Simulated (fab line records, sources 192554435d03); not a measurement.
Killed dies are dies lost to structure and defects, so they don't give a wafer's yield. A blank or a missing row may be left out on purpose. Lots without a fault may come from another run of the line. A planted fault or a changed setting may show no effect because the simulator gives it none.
fab line records | flow n5_finfet
record lots=24 wafers=72 last_day=19
route steps=1938 shown ILD0@335 HKMG_FIN@398
lots that met no fault: from a run of the same line without faults
start_h: hours from the record's first day to the start of the lot's first wafer shown | wait_h: hours since the lot's step before | " the same as in the row above | L1.1+2: a row that stands for several wafers | - no value, or no start given | * or withheld: withheld | < > ~ a bound
route shown NAME@n: a module of which the file shows steps, and the number in the route of the first | usual: mean/standard deviation of fault-free wafers | same: alike in all rows | chamber/n: place in a boat | sites: the reading at each site | _std_site: their standard deviation | _edge_site: outer sites' mean less inner sites' | radius_mm: how far each site lies from the wafer's centre | mask NAME#n: copy n | behind: the tool/chamber that last shaped the wafer | hold: why the lot was held/for how many hours/how that ended | device: the transistor (n, p or np) that didn't switch | end of line: the same wafers' tests at the end of the route | a step without rows: its recipe alone | killed: dies lost to structure and defects at the first sort, not the wafer's yield | map: a wafer's dies, x killed, . not, _ none there
set.NAME: the setting as run; set.NAME@STEP: as run at that earlier step | model.NAME: the simulator's own value behind a step, which no gauge read
steps of the route over a sample of lots; a table a step, a row a wafer
services: from which hour (start_h, from the record's first day; less than 0 if before it) a tool's chamber was out of use, for how many hours, and why
## steps
# step N5_ILD0_LINER_00
# recipe material=SiNx target_thk_a=40 temp_c=400 ald_precursor_family=SiH2I2 ald_co_reactant=N2/H2-plasma pulse_time_s=1 purge_time_s=2 co_reactant_purge_time_s=2 ald_cycles=80 pressure_torr=2
# usual heater_power_w=895/100 precursor_pulse_height_rel=1.003/0.021 susceptor_temp_C=399.99/0.21
# columns lot.wafer tool chamber start_h wait_h heater_power_w precursor_pulse_height_rel susceptor_temp_C
L074.1 ald_sin-03 1 61.43 1.2 845 0.992 399.76
L074.3 " 2 " " 832 0.960 399.89
L074.6 " 2 " " 870 0.987 399.95
L075.2 ald_sin-01 0 63.96 0.0 1102 0.996 400.12
L075.4 " 1 " " 942 0.967 399.82
L075.6 " 3 " " 962 1.030 400.05
L076.1 ald_sin-01 3 72.57 0.1 984 0.976 399.72
L076.4 " 1 " " 988 0.993 400.02
L076.5 " 3 " " 963 0.979 399.89
L077.1 ald_sin-01 3 76.71 0.0 959 0.995 399.98
L077.4 " 0 " " 1096 0.971 399.72
L077.5 " 0 " " 1096 0.989 400.04
L078.1 ald_sin-01 3 84.68 0.1 963 1.013 399.84
L078.3 " 1 " " 934 0.999 400.09
L078.4 " 2 " " 816 1.013 399.86
L079.1 ald_sin-04 0 93.49 0.1 749 1.008 399.47
L079.4 " 2 " " 984 1.046 400.24
L079.6 " 0 " " 760 1.030 399.82
L080.1 ald_sin-04 2 99.31 2.1 962 0.988 400.04
L080.4 " 3 " " 887 1.010 400.02
L080.6 " 0 " " 754 0.984 400.05
L081.1 ald_sin-03 1 105.04 0.1 867 0.970 400.20
L081.3 " 0 " " 984 1.018 400.12
L081.4 " 2 " " 830 1.009 399.74
L082.3 ald_sin-04 1 114.94 0.2 778 1.028 399.86
L082.4 " 3 " " 892 1.024 399.88
L082.6 " 0 " " 763 1.045 399.94
L083.2 ald_sin-03 2 117.02 0.0 851 1.009 399.83
L083.4 " 3 " " 908 1.004 399.85
L083.6 " 3 " " 874 1.050 399.94
L084.1 ald_sin-03 3 124.11 0.0 882 1.021 400.42
L084.4 " 1 " " 853 1.029 400.00
L084.6 " 2 " " 827 1.013 400.04
L085.2 ald_sin-04 2 132.62 0.0 1000 0.998 400.06
L085.3 " 1 " " 790 0.965 399.72
L085.4 " 3 " " 887 1.001 400.03
L086.1 ald_sin-03 1 132.98 0.0 850 1.001 399.81
L086.5 " 0 " " 1008 0.989 399.91
L086.6 " 3 " " 887 0.989 399.85
L087.1 ald_sin-03 1 139.41 0.0 846 0.996 399.61
L087.2 " 0 " " 966 0.992 400.26
L087.5 " 3 " " 897 1.022 400.34
L088.1 ald_sin-03 0 146.87 0.3 977 1.005 399.98
L088.3 " 1 " " 852 1.048 399.97
L088.6 " 1 " " 841 0.987 400.19
L089.2 ald_sin-03 3 151.83 0.0 900 0.985 400.23
L089.3 " 1 " " 850 0.980 400.21
L089.6 " 1 " " 853 0.989 400.33
L090.3 ald_sin-04 0 157.43 0.1 761 0.981 399.89
L090.4 " 2 " " 1000 0.993 399.99
L090.5 " 0 " " 747 1.018 399.73
L091.1 ald_sin-01 2 161.47 0.1 803 0.976 400.32
L091.2 " 3 " " 874 0.996 399.80
L091.6 " 1 " " 929 1.007 400.24
L092.1 ald_sin-01 0 169.25 0.0 1153 0.987 400.41
L092.2 " 1 " " 916 0.970 399.99
L092.6 " 0 " " 1142 1.014 400.21
L093.1 ald_sin-01 0 176.09 0.5 1130 1.008 400.23
L093.4 " 1 " " 915 1.011 400.01
L093.6 " 3 " " 885 1.023 399.87
L094.1 ald_sin-04 1 182.07 2.1 821 1.017 399.84
L094.2 " 2 " " 983 1.013 400.31
L094.5 " 0 " " 771 1.010 400.02
L095.2 ald_sin-01 3 185.50 0.0 871 1.004 399.86
L095.5 " 3 " " 883 1.002 399.60
L095.6 " 0 " " 1132 1.026 400.29
L096.2 ald_sin-04 1 199.03 0.0 772 0.995 399.81
L096.4 " 3 " " 880 1.014 400.13
L096.5 " 3 " " 926 0.998 400.13
L097.2 ald_sin-04 0 199.67 0.0 759 1.036 400.27
L097.3 " 1 " " 789 1.008 400.24
L097.6 " 2 " " 970 0.983 399.97
# step N5_ILD0_CMP_07
# recipe stop_on=poly-Si material=SiO2_flowable t_overpolish_s=1.18 post_cmp_clean=alkaline_brush down_force_psi=4.1491 platen_rpm=51.796 pad_velocity_m_s=1.0306 target_thk_nm=138.88
# usual motor_current_A=12.4/0.94
# columns lot.wafer tool chamber start_h wait_h motor_current_A
L074.1 cmp-03 2 64.48 0.0 11.4
L074.3 " 1 " " 12.1
L074.6 " 2 " " 10.9
L075.2 cmp-01 0 66.73 0.1 11.5
L075.4 " 2 " " 14.4
L075.6 " 3 " " 11.8
L076.4 cmp-01 0 75.30 0.1 12.1
L076.1 " 2 " " 13.9
L076.5 " 3 " " 12.0
L077.1 cmp-03 3 79.40 0.0 11.3
L077.4 " 1 " " 12.3
L077.5 " 3 " " 11.7
L078.1 cmp-04 1 87.37 0.0 13.2
L078.3 " 3 " " 12.3
L078.4 " 0 " " 12.0
L079.4 cmp-01 1 96.18 0.0 12.4
L079.1 " 0 " " 11.6
L079.6 " 1 " " 13.3
L080.4 cmp-01 0 101.99 0.0 11.2
L080.1 " 2 " " 13.8
L080.6 " 0 " " 11.8
L081.4 cmp-01 1 107.74 0.0 12.3
L081.1 " 3 " " 11.3
L081.3 " 0 " " 11.6
L082.3 cmp-04 1 117.63 0.0 12.7
L082.4 " 3 " " 12.6
L082.6 " 1 " " 13.1
L083.4 cmp-03 2 119.79 0.1 10.9
L083.2 " 3 " " 11.5
L083.6 " 0 " " 11.5
L084.4 cmp-04 2 126.85 0.1 13.8
L084.1 " 3 " " 11.9
L084.6 " 2 " " 13.2
L085.4 cmp-03 1 135.37 0.1 12.5
L085.3 " 2 " " 11.5
L085.2 " 3 " " 11.4
L086.1 cmp-01 0 135.71 0.1 11.3
L086.6 " 3 " " 11.7
L086.5 " 0 " " 11.8
L087.2 cmp-01 3 142.14 0.1 11.2
L087.1 " 1 " " 13.4
L087.5 " 2 " " 13.5
L088.3 cmp-04 2 150.39 0.0 13.2
L088.1 " 0 " " 11.9
L088.6 " 3 " " 12.5
L089.2 cmp-04 2 154.58 0.0 13.2
L089.3 " 3 " " 12.4
L089.6 " 3 " " 13.0
L090.4 cmp-01 3 160.33 0.2 11.1
L090.3 " 1 " " 12.7
L090.5 " 3 " " 11.8
L091.1 cmp-03 3 164.16 0.0 11.8
L091.2 " 2 " " 11.7
L091.6 " 0 " " 12.8
L092.1 cmp-01 2 172.09 0.2 13.8
L092.2 " 3 " " 11.9
L092.6 " 1 " " 13.0
L093.1 cmp-03 3 178.78 0.0 11.3
L093.4 " 0 " " 12.3
L093.6 " 0 " " 11.7
L094.1 cmp-01 3 184.76 0.0 11.4
L094.2 " 0 " " 11.5
L094.5 " 3 " " 11.6
L095.2 cmp-01 3 188.80 0.3 11.8
L095.6 " 0 " " 11.5
L095.5 " 1 " " 12.8
L096.2 cmp-03 3 202.16 0.1 11.6
L096.4 " 0 " " 12.1
L096.5 " 2 " " 10.7
L097.3 cmp-01 1 202.37 0.0 13.1
L097.2 " 2 " " 14.4
L097.6 " 2 " " 14.0
# step N5_ILD0_ALD_15
# recipe material=SiNx target_thk_a=240 temp_c=400 ald_precursor_family=SiH2I2 ald_co_reactant=N2/H2-plasma pulse_time_s=1 ald_cycles=480 purge_time_s=2 co_reactant_purge_time_s=2 pressure_torr=2
# usual heater_power_w=896/95 precursor_pulse_height_rel=1.000/0.019 susceptor_temp_C=399.99/0.22
# columns lot.wafer tool chamber start_h wait_h heater_power_w precursor_pulse_height_rel susceptor_temp_C
L074.1 ald_sin-01 1 65.49 0.6 924 0.996 399.96
L074.3 " 2 " " 818 0.983 399.68
L074.6 " 0 66.58 1.1 1093 0.996 400.11
L075.2 ald_sin-03 3 67.71 0.5 874 1.027 399.75
L075.4 " 0 " " 953 1.005 399.84
L075.6 " 3 68.79 1.1 890 1.009 400.06
L076.1 ald_sin-04 0 76.27 0.6 753 0.979 400.10
L076.4 " 2 " " 960 1.000 399.91
L076.5 " 2 77.36 1.2 1006 0.994 400.18
L077.1 ald_sin-01 0 80.41 0.6 1091 1.008 399.53
L077.4 " 3 " " 972 0.974 399.92
L077.5 " 1 81.50 1.2 945 0.999 400.12
L078.1 ald_sin-04 2 89.14 1.3 968 1.010 400.00
L078.3 " 3 " " 885 0.996 399.94
L078.4 " 1 " " 785 1.009 399.96
L079.1 ald_sin-03 1 97.82 1.2 845 0.989 400.24
L079.4 " 2 98.91 2.0 857 0.981 399.81
L079.6 " 0 " " 1011 1.024 399.53
L080.1 ald_sin-01 2 103.01 0.6 805 0.967 399.97
L080.4 " 0 " " 1094 1.005 399.73
L080.6 " 0 104.09 1.1 1125 0.985 399.68
L081.1 ald_sin-03 3 108.76 0.6 893 0.973 400.27
L081.3 " 2 " " 854 0.998 399.89
L081.4 " 1 " " 834 0.990 400.25
L082.3 ald_sin-03 0 118.64 0.4 971 1.022 400.21
L082.4 " 3 " " 889 1.016 400.14
L082.6 " 0 119.73 1.1 978 1.040 399.76
L083.2 ald_sin-03 0 120.81 0.5 970 1.003 399.94
L083.4 " 1 " " 840 0.993 399.97
L083.6 " 3 121.90 1.2 887 1.001 400.19
L084.1 ald_sin-03 3 127.91 0.7 879 0.991 399.87
L084.4 " 0 " " 947 0.958 400.05
L084.6 " 0 128.99 1.2 974 1.019 399.95
L085.2 ald_sin-04 1 136.35 0.5 806 1.007 399.91
L085.3 " 2 " " 967 0.978 399.97
L085.4 " 3 " " 899 1.038 400.12
L086.1 ald_sin-01 3 136.86 0.7 908 1.009 400.05
L086.5 " 2 137.94 1.4 815 1.003 400.27
L086.6 " 3 " " 889 0.998 399.93
L087.1 ald_sin-03 3 143.26 0.7 896 0.995 400.35
L087.2 " 0 " " 989 0.986 400.15
L087.5 " 3 144.35 1.4 908 0.995 399.97
L088.1 ald_sin-04 2 151.40 0.6 987 0.972 400.26
L088.3 " 1 " " 783 1.027 399.84
L088.6 " 0 152.48 1.1 764 1.019 399.86
L089.2 ald_sin-03 2 156.06 0.9 825 1.023 400.08
L089.3 " 1 " " 829 0.989 400.51
L089.6 " 3 157.14 1.6 907 0.982 399.61
L090.3 ald_sin-04 3 161.35 0.4 899 0.992 399.83
L090.4 " 2 162.43 1.3 975 1.014 399.96
L090.5 " 3 " " 876 1.036 399.93
L091.1 ald_sin-03 1 165.17 0.6 834 0.999 400.27
L091.2 " 3 " " 903 1.000 400.09
L091.6 " 3 166.26 1.1 891 0.990 400.19
L092.1 ald_sin-04 0 173.06 0.6 773 0.986 400.12
L092.2 " 2 " " 1003 1.011 400.10
L092.6 " 0 175.24 2.2 757 1.016 400.19
L093.1 ald_sin-01 0 180.27 1.1 1141 0.964 399.86
L093.4 " 1 " " 920 0.992 399.63
L093.6 " 3 181.36 1.6 897 1.068 399.67
L094.1 ald_sin-01 3 186.35 1.1 887 0.955 399.87
L094.2 " 2 " " 806 1.016 399.52
L094.5 " 0 187.43 1.6 1139 0.996 400.12
L095.2 ald_sin-04 1 189.83 0.6 798 0.984 399.95
L095.5 " 3 190.92 1.3 889 0.999 399.79
L095.6 " 0 " " 755 0.990 400.02
L096.2 ald_sin-04 0 203.09 0.5 756 1.018 400.22
L096.4 " 2 " " 973 0.947 399.73
L096.5 " 0 204.18 1.2 748 1.008 400.13
L097.2 ald_sin-03 0 203.39 0.5 968 0.996 399.68
L097.3 " 1 " " 830 0.970 400.14
L097.6 " 1 204.47 1.1 797 1.027 400.15
# step N5_ILD0_INSPECT_06
# recipe inspect_instrument=darkfield mode=post_cmp
# usual raw_defect_count=35/16
# columns lot.wafer tool chamber start_h wait_h raw_defect_count
L074.1 defect_inspect-01 - 68.02 0.0 51
L074.3 " - " " 59
L074.6 " - " " 61
L075.2 defect_inspect-02 - 70.39 0.0 38
L075.4 " - " " 21
L075.6 " - " " 53
L076.1 defect_inspect-01 - 78.79 0.0 23
L076.4 " - " " 9
L076.5 " - " " 27
L077.1 defect_inspect-01 - 82.93 0.0 45
L077.4 " - " " 24
L077.5 " - " " 43
L078.1 defect_inspect-02 - 91.66 0.0 17
L078.3 " - " " 19
L078.4 " - " " 16
L079.1 defect_inspect-01 - 100.34 0.0 22
L079.4 " - " " 17
L079.6 " - " " 17
L080.1 defect_inspect-02 - 105.53 0.0 15
L080.4 " - " " 13
L080.6 " - " " 42
L081.1 defect_inspect-02 - 111.28 0.0 55
L081.3 " - " " 22
L081.4 " - " " 48
L082.3 defect_inspect-02 - 121.16 0.0 42
L082.4 " - " " 29
L082.6 " - " " 41
L083.2 defect_inspect-01 - 123.33 0.0 19
L083.4 " - " " 9
L083.6 " - " " 30
L084.1 defect_inspect-01 - 130.43 0.0 42
L084.4 " - " " 17
L084.6 " - " " 36
L085.2 defect_inspect-01 - 138.87 0.0 20
L085.3 " - " " 18
L085.4 " - " " 29
L086.1 defect_inspect-02 - 139.39 0.0 59
L086.5 " - " " 62
L086.6 " - " " 62
L087.1 defect_inspect-02 - 145.78 0.0 66
L087.2 " - " " 55
L087.5 " - " " 24
L088.1 defect_inspect-01 - 153.92 0.0 31
L088.3 " - " " 56
L088.6 " - " " 34
L089.2 defect_inspect-02 - 158.58 0.0 44
L089.3 " - " " 32
L089.6 " - " " 31
L090.3 defect_inspect-01 - 163.87 0.0 21
L090.4 " - " " 25
L090.5 " - " " 25
L091.1 defect_inspect-02 - 167.69 0.0 40
L091.2 " - " " 23
L091.6 " - " " 26
L092.1 defect_inspect-02 - 176.67 0.0 24
L092.2 " - " " 67
L092.6 " - " " 27
L093.1 defect_inspect-02 - 182.79 0.0 27
L093.4 " - " " 25
L093.6 " - " " 64
L094.1 defect_inspect-02 - 188.87 0.0 30
L094.2 " - " " 17
L094.5 " - " " 30
L095.2 defect_inspect-01 - 192.35 0.0 33
L095.5 " - " " 40
L095.6 " - " " 33
L096.2 defect_inspect-01 - 205.62 0.0 38
L096.4 " - " " 31
L096.5 " - " " 48
L097.2 defect_inspect-02 - 205.91 0.0 55
L097.3 " - " " 45
L097.6 " - " " 50
# step N5_HKMG_FIN_CD_MEAS_49
# recipe target_cd_nm=202 landing_energy_ev=500 detector=se_inlens polarity=opening
# usual cd_nm=202.0/0.63
# same landing_energy_ev=500
# columns lot.wafer tool chamber start_h wait_h cd_nm
L074.1 cd_sem-01 0 74.52 - 202.8
L074.3 " 0 " " 202.5
L074.6 " 0 " " 202.3
L075.2 cd_sem-03 0 76.44 - 201.2
L075.4 " 0 " " 201.3
L075.6 " 0 " " 202.8
L076.1 cd_sem-03 0 84.70 - 202.9
L076.4 " 0 " " 203.0
L076.5 " 0 " " 202.3
L077.1 cd_sem-03 0 90.17 - 201.4
L077.4 " 0 " " 201.7
L077.5 " 0 " " 201.7
L078.1 cd_sem-02 0 98.08 - 201.4
L078.3 " 0 " " 201.9
L078.4 " 0 " " 201.3
L079.1 cd_sem-01 0 106.43 - 202.1
L079.4 " 0 " " 202.6
L079.6 " 0 " " 202.4
L080.1 cd_sem-01 0 111.39 - 202.2
L080.4 " 0 " " 202.2
L080.6 " 0 " " 202.3
L081.1 cd_sem-02 0 117.65 - 201.5
L081.3 " 0 " " 203.5
L081.4 " 0 " " 202.7
L082.3 cd_sem-02 0 128.36 - 201.8
L082.4 " 0 " " 202.8
L082.6 " 0 " " 202.3
L083.2 cd_sem-03 0 129.74 - 201.3
L083.4 " 0 " " 201.3
L083.6 " 0 " " 201.0
L084.1 cd_sem-03 0 136.72 - 202.3
L084.4 " 0 " " 201.9
L084.6 " 0 " " 202.9
L085.2 cd_sem-02 0 145.20 - 202.0
L085.3 " 0 " " 202.5
L085.4 " 0 " " 201.3
L086.1 cd_sem-03 0 145.94 - 202.4
L086.5 " 0 " " 201.0
L086.6 " 0 " " 201.8
L087.1 cd_sem-01 0 152.84 - 202.1
L087.2 " 0 " " 201.6
L087.5 " 0 " " 201.8
L088.1 cd_sem-02 0 160.10 - 201.3
L088.3 " 0 " " 201.3
L088.6 " 0 " " 201.5
L089.2 cd_sem-02 0 164.81 - 201.4
L089.3 " 0 " " 202.0
L089.6 " 0 " " 203.1
L090.3 cd_sem-02 0 169.98 - 201.2
L090.4 " 0 " " 202.7
L090.5 " 0 " " 201.8
L091.1 cd_sem-02 0 174.09 - 201.1
L091.2 " 0 " " 201.8
L091.6 " 0 " " 201.1
L092.1 cd_sem-01 0 182.54 - 202.8
L092.2 " 0 " " 202.9
L092.6 " 0 " " 202.4
L093.1 cd_sem-02 0 189.47 - 202.0
L093.4 " 0 " " 201.7
L093.6 " 0 " " 202.2
L094.1 cd_sem-01 0 195.84 - 201.9
L094.2 " 0 " " 201.8
L094.5 " 0 " " 202.1
L095.2 cd_sem-02 0 198.75 - 202.2
L095.5 " 0 " " 202.3
L095.6 " 0 " " 201.7
L096.2 cd_sem-01 0 211.56 - 201.3
L096.4 " 0 " " 201.3
L096.5 " 0 " " 201.7
L097.2 cd_sem-01 0 212.35 - 203.2
L097.3 " 0 " " 203.2
L097.6 " 0 " " 202.4
# step N5_HKMG_FIN_ETCH_54
# recipe chemistry=CF4 target=SiARC target_depth_a=455 mask_material=CAR-ArF time_s=75.8 ion_energy_ev=80 pressure_mtorr=40 source_w=545 bias_w=36 Ar_flow_sccm=100 cf4_flow_sccm=100 ends=cleared
# usual drypump_motor_current_A=5.8/0.5 etch_rf_on_time_s=77.1/1.6 oes_product_au=0.65/0.073 rf_fwd_power_W=539.2/2.3 rf_vpp_V=183.8/1.2 showerhead_plenum_p_Torr=2.12/0.069 throttle_valve_pct=15.60/0.26
# columns lot.wafer tool chamber start_h wait_h drypump_motor_current_A etch_rf_on_time_s oes_product_au rf_fwd_power_W rf_hours_counter_h rf_vpp_V showerhead_plenum_p_Torr throttle_valve_pct
L074.1 rie_diel-03 2 74.65 0.0 5.3 76.1 0.69 537.4 86 183.4 2.08 15.25
L074.3 " 0 " " 5.6 77.9 0.60 537.0 189 184.2 2.05 15.58
L074.6 " 3 " " 6.5 77.7 0.63 540.4 - 184.0 2.21 15.57
L075.2 rie_diel-04 3 76.90 0.0 5.2 77.4 0.62 537.7 196 181.8 2.04 15.47
L075.4 " 2 " " 5.6 77.2 0.62 537.3 160 183.2 2.06 15.84
L075.6 " 0 " " 6.0 77.3 0.67 541.8 - 183.9 2.16 15.91
L076.1 rie_diel-03 2 85.23 0.0 5.3 75.9 0.69 540.2 90 182.9 2.08 15.23
L076.4 " 3 " " 6.5 77.6 0.63 540.5 178 185.1 2.21 15.60
L076.5 " 2 " " 5.3 75.7 0.69 540.6 - 182.0 2.08 15.23
L077.1 rie_diel-03 1 90.30 0.0 5.2 76.9 0.60 537.4 223 185.0 2.20 15.60
L077.4 " 0 " " 5.6 76.8 0.60 536.2 - 181.9 2.05 15.60
L077.5 " 2 " " 5.3 74.7 0.69 539.1 - 182.5 2.07 15.26
L078.1 rie_diel-01 3 98.21 0.0 6.0 73.4 0.85 541.9 4 184.6 2.11 15.09
L078.3 " 0 " " 6.4 76.7 0.62 539.5 167 186.3 2.23 15.90
L078.4 " 0 " " 6.4 76.2 0.63 541.0 - 185.8 2.23 15.87
L079.1 rie_diel-01 2 106.60 0.0 6.6 76.0 0.66 534.0 131 183.6 2.07 15.95
L079.4 " 3 " " 5.9 74.3 0.84 538.3 - 184.8 2.11 15.10
L079.6 " 2 " " 6.6 76.9 0.66 534.2 - 182.8 2.07 15.95
L080.1 rie_diel-03 3 111.51 0.0 6.5 78.1 0.62 539.6 184 185.0 2.21 15.59
L080.4 " 2 " " 5.3 76.8 0.68 545.6 99 184.3 2.07 15.24
L080.6 " 3 " " 6.5 77.7 0.62 539.1 - 185.1 2.21 15.59
L081.1 rie_diel-03 0 117.79 0.0 5.7 78.1 0.59 537.6 204 183.7 2.04 15.61
L081.3 " 2 " " 5.3 76.0 0.68 540.4 101 184.2 2.07 15.26
L081.4 " 1 " " 5.2 76.7 0.59 537.7 232 184.9 2.20 15.63
L082.3 rie_diel-01 2 128.48 0.0 6.5 75.7 0.65 534.6 139 185.1 2.07 15.94
L082.4 " 1 " " 5.8 74.5 0.80 540.0 10 183.2 2.10 15.52
L082.6 " 2 " " 6.5 75.6 0.66 538.8 - 182.6 2.07 15.96
L083.2 rie_diel-03 0 129.86 0.0 5.6 77.9 0.59 537.4 208 183.1 2.04 15.63
L083.4 " 3 " " 6.5 77.0 0.62 538.7 190 184.3 2.21 15.60
L083.6 " 0 " " 5.7 78.3 0.59 537.6 - 182.3 2.04 15.60
L084.1 rie_diel-04 0 136.86 0.0 6.0 78.1 0.65 541.0 115 184.8 2.15 15.93
L084.4 " 1 " " 6.4 82.4 0.57 541.0 - 184.4 2.19 15.63
L084.6 " 3 " " 5.2 79.7 0.59 541.9 - 181.7 2.03 15.51
L085.2 rie_diel-03 1 145.33 0.0 5.2 76.9 0.59 537.4 239 184.0 2.19 15.64
L085.3 " 0 " " 5.6 77.7 0.59 539.3 212 182.6 2.04 15.61
L085.4 " 2 " " 5.3 75.8 0.68 537.2 108 182.3 2.07 15.26
L086.1 rie_diel-04 3 146.28 0.0 5.2 77.5 0.60 540.9 224 182.6 2.03 15.52
L086.5 " 1 " " 6.4 80.5 0.56 539.9 - 183.8 2.19 15.64
L086.6 " 3 " " 5.2 78.1 0.60 540.6 - 182.8 2.03 15.53
L087.1 rie_diel-04 1 152.97 0.0 6.4 81.1 0.55 541.4 248 186.2 2.19 15.65
L087.2 " 3 " " 5.2 77.9 0.59 535.7 227 182.8 2.03 15.51
L087.5 " 3 " " 5.2 78.2 0.60 538.1 - 184.1 2.03 15.50
L088.1 rie_diel-03 0 160.23 0.0 5.7 77.4 0.59 535.9 216 182.3 2.04 15.64
L088.3 " 3 " " 6.5 77.7 0.62 541.9 199 184.9 2.21 15.62
L088.6 " 2 " " 5.3 75.7 0.67 541.1 - 182.1 2.07 15.27
L089.2 rie_diel-01 0 164.93 0.0 6.4 78.0 0.61 538.9 184 185.1 2.22 15.90
L089.3 " 3 " " 6.0 74.3 0.79 540.4 28 184.6 2.10 15.15
L089.6 " 0 " " 6.4 78.2 0.61 538.5 - 185.1 2.22 15.92
L090.3 rie_diel-03 3 170.10 0.0 6.5 77.0 0.62 537.3 202 185.2 2.21 15.63
L090.4 " 1 " " 5.2 77.6 0.58 533.9 246 185.0 2.19 15.66
L090.5 " 1 " " 5.2 77.7 0.59 536.4 - 186.4 2.19 15.66
L091.1 rie_diel-04 0 174.22 0.0 6.0 77.5 0.64 538.8 129 183.7 2.15 15.98
L091.2 " 2 " " 5.6 77.5 0.61 536.0 181 184.0 2.06 15.89
L091.6 " 2 " " 5.6 76.4 0.62 541.0 - 182.7 2.06 15.88
L092.1 rie_diel-03 0 182.73 0.0 5.6 78.3 0.58 538.7 223 182.4 2.04 15.65
L092.2 " 3 " " 6.5 77.1 0.61 543.0 206 184.8 2.20 15.62
L092.6 " 2 " " 5.3 76.6 0.66 544.0 - 182.5 2.07 15.30
L093.1 rie_diel-01 2 189.59 0.0 6.6 77.0 0.65 537.0 157 184.0 2.06 16.01
L093.4 " 1 " " 5.7 74.6 0.77 537.1 28 183.3 2.09 15.56
L093.6 " 1 " " 5.7 75.5 0.77 538.1 - 183.6 2.09 15.57
L094.1 rie_diel-01 3 195.97 0.0 6.0 73.9 0.78 540.3 36 182.1 2.10 15.16
L094.2 " 0 " " 6.4 77.9 0.61 537.9 195 185.6 2.22 15.93
L094.5 " 3 " " 5.9 73.9 0.79 539.9 - 184.2 2.10 15.16
L095.2 rie_diel-03 0 199.23 0.0 5.7 79.1 0.58 537.9 232 181.9 2.03 15.67
L095.5 " 0 " " 5.7 78.3 0.57 537.9 - 180.9 2.04 15.65
L095.6 " 2 " " 5.3 76.4 0.65 541.9 - 183.0 2.06 15.31
L096.2 rie_diel-04 0 211.69 0.0 6.0 77.2 0.64 538.7 143 184.9 2.14 16.00
L096.4 " 2 " " 5.6 77.0 0.60 538.8 195 182.5 2.05 15.91
L096.5 " 1 " " 6.4 77.7 0.77 540.7 - 183.6 2.18 15.16
L097.2 rie_diel-04 3 212.48 0.0 5.2 78.9 0.58 542.3 248 181.5 2.02 15.55
L097.3 " 1 " " 6.4 78.0 0.78 541.0 12 185.2 2.18 15.15
L097.6 " 2 " " 5.6 77.6 0.60 539.2 - 184.0 2.05 15.92
## services
# columns tool chamber start_h hours kind
cmp-03 - 42.40 3.4 repair
cmp-01 - 44.11 9.9 pm
cmp-03 - 66.21 4.0 pm
ald_sin-03 3 76.15 22.1 repair
ald_sin-03 - 78.53 14.6 pm
ald_sin-01 - 85.61 14.0 pm
rie_diel-03 3 86.91 5.4 repair
cmp-04 - 88.49 0.9 repair
rie_diel-01 0 100.51 13.7 repair
rie_diel-04 2 110.41 45.9 repair
rie_diel-04 - 115.75 0.4 repair
ald_sin-03 3 135.05 4.0 repair
cmp-04 - 145.15 4.0 pm
cmp-01 - 149.55 4.3 repair
rie_diel-04 0 159.67 9.2 repair
cmp-03 - 161.38 0.3 repair
rie_diel-04 3 166.89 6.3 repair
cmp-04 - 170.40 5.5 pm
ald_sin-03 - 176.99 14.0 pm
ald_sin-01 - 183.32 0.7 repair
cmp-03 - 193.45 7.5 pm
rie_diel-01 2 196.01 16.2 repair
cmp-01 - 209.94 0.7 repair
cmp-03 - 212.44 7.1 pm
## key
fault none
